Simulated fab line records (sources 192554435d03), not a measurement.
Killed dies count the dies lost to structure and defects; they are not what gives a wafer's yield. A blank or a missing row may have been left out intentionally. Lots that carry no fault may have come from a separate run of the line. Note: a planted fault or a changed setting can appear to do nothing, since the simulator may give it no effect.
Which tool is to blame? + flow n5-finfet + 11 lots, 32 wafers sampled, at 5 steps of a route of 1938

WHAT EACH GAUGE READ, for each wafer
N5_BEOL_M6_THK_MEAS_01.
| lot  | measured     | on            | M6_ILD_THK (nm)   |
|------|--------------|---------------|-------------------|
| L559 | day 10 04:37 | film-metro-01 | 152.6 154.3 154.8 |
| L561 | day 10 14:31 | film-metro-02 | 154.2 154.6 157.8 |
| L562 | day 11 13:04 | film-metro-01 | 151.5 154.7 154.4 |
| L563 | day 11 15:50 | film-metro-02 | 154.9 154.2 154.9 |
| L565 | day 11 19:08 | film-metro-02 | 153.4 158.3 159.0 |
| L566 | day 12 01:43 | film-metro-01 | 157.9 155.7 157.7 |
| L567 | day 12 18:08 | film-metro-02 | 152.1 157.3 154.6 |
| L574 | day 13 12:58 | film-metro-01 | 106.7 155.8 153.6 |
| L570 | day 13 20:30 | film-metro-01 | 155.1 112.7       |
| L578 | day 14 05:58 | film-metro-02 | 155.8 156.6 158.0 |
| L582 | day 16 19:02 | film-metro-02 | 154.6 154.6 156.3 |

EACH LOT AND THE TOOL THAT RAN IT (in order: tool; ch and the chambers of the sampled wafers; start)
| lot  | N5_BEOL_M5_CMP_52             | N5_BEOL_M5_PRE_CLEAN_77          | N5_BEOL_M5_DEP_56               | N5_BEOL_M6_ILD_DEP_00           |
|------|-------------------------------|----------------------------------|---------------------------------|---------------------------------|
| L559 | cmp-02 ch 0,2, day 10 03:23   | cvd-co-01 ch 0,1, day 10 03:43   | pecvd-03 ch 0,1, day 10 03:53   | pecvd-04 ch 0,1, day 10 04:02   |
| L561 | cmp-03 ch 1,3, day 10 13:18   | cvd-co-02 ch 1,2, day 10 13:36   | pecvd-03 ch 0,1, day 10 13:46   | pecvd-01 ch 0,1, day 10 13:55   |
| L562 | cmp-04 ch 2,3, day 11 11:52   | cvd-co-02 ch 1,2, day 11 12:12   | pecvd-04 ch 1,2, day 11 12:21   | pecvd-01 ch 1,2, day 11 12:29   |
| L563 | cmp-03 ch 0,1,3, day 11 14:46 | cvd-co-01 ch 1,2, day 11 14:59   | pecvd-04 ch 0,1, day 11 15:08   | pecvd-04 ch 0,2, day 11 15:16   |
| L565 | cmp-04 ch 0,1, day 11 17:52   | cvd-co-01 ch 0,1, day 11 18:16   | pecvd-03 ch 0,1,2, day 11 18:26 | pecvd-02 ch 0,2, day 11 18:34   |
| L566 | cmp-03 ch 0,1,2, day 12 00:08 | cvd-co-01 ch 0,1,2, day 12 00:22 | pecvd-04 ch 0,1,2, day 12 00:32 | pecvd-02 ch 0,1,2, day 12 00:41 |
| L567 | cmp-02 ch 0,2,3, day 12 16:32 | cvd-co-02 ch 0,1, day 12 16:52   | pecvd-03 ch 1,2, day 12 17:02   | pecvd-04 ch 0,2, day 12 17:10   |
| L574 | cmp-02 ch 0,1,2, day 13 11:46 | cvd-co-01 ch 0,1, day 13 12:06   | pecvd-04 ch 0,1,2, day 13 12:16 | pecvd-04 ch 0,1, day 13 12:23   |
| L570 | cmp-04 ch 1,2, day 13 19:23   | cvd-co-01 ch 0,1, day 13 19:37   | pecvd-01 ch 0,2, day 13 19:46   | pecvd-04 ch 1,2, day 13 19:55   |
| L578 | cmp-04 ch 0,1,2, day 14 04:49 | cvd-co-02 ch 0,1,2, day 14 05:06 | pecvd-01 ch 0,1, day 14 05:16   | pecvd-01 ch 0,1,2, day 14 05:23 |
| L582 | cmp-03 ch 0,1,2, day 16 17:50 | cvd-co-01 ch 0,1,2, day 16 18:11 | pecvd-04 ch 0,1,2, day 16 18:20 | pecvd-02 ch 0,1,2, day 16 18:28 |
- N5_BEOL_M5_CMP_52: polishes, stops on SiCOH lowk, t overpolish 6.9 s, target thk 62 nm.
- N5_BEOL_M5_PRE_CLEAN_77: time 15 s.
- N5_BEOL_M5_DEP_56: deposits SiCN from 3MS/NH3, target thk 8 nm, time 14 s.
- N5_BEOL_M6_ILD_DEP_00: deposits SiCOH lowk from DEMS/porogen, target thk 179.75 nm, time 33.4 s.

THE ANSWER, worked out from the rows above alone
Rule: the lots themselves supply what counts as usual. The widest of any qualifying gaps counts: lots, ordered by their means at a reading, are off when they make up no more than a third of the lots, leave a main group of 4 or more, and stand apart from it by 3 or more times the standard deviation of that group's means. A main group is skipped when, at the precision printed for the reading in the tables above, its means are all equal. Also off: a lot with no number at a reading for which 4 or more lots have one. The other lots that the step has rows for count as sound.
Off: L574, L570, seen at N5_BEOL_M6_THK_MEAS_01 (M6_ILD_THK). The main group: mean 155.4 nm, standard deviation 1.2.
If a tool, at a process step before that reading, ran all the lots that are off and no sound lot after the first of them, it fits. Gauges at N5_BEOL_M6_THK_MEAS_01: tried the same way as those tools. Can't be told from this: 2 tools fit, pecvd-04 at N5_BEOL_M6_ILD_DEP_00, film-metro-01 at N5_BEOL_M6_THK_MEAS_01.

WHAT THE SIMULATOR PUT IN
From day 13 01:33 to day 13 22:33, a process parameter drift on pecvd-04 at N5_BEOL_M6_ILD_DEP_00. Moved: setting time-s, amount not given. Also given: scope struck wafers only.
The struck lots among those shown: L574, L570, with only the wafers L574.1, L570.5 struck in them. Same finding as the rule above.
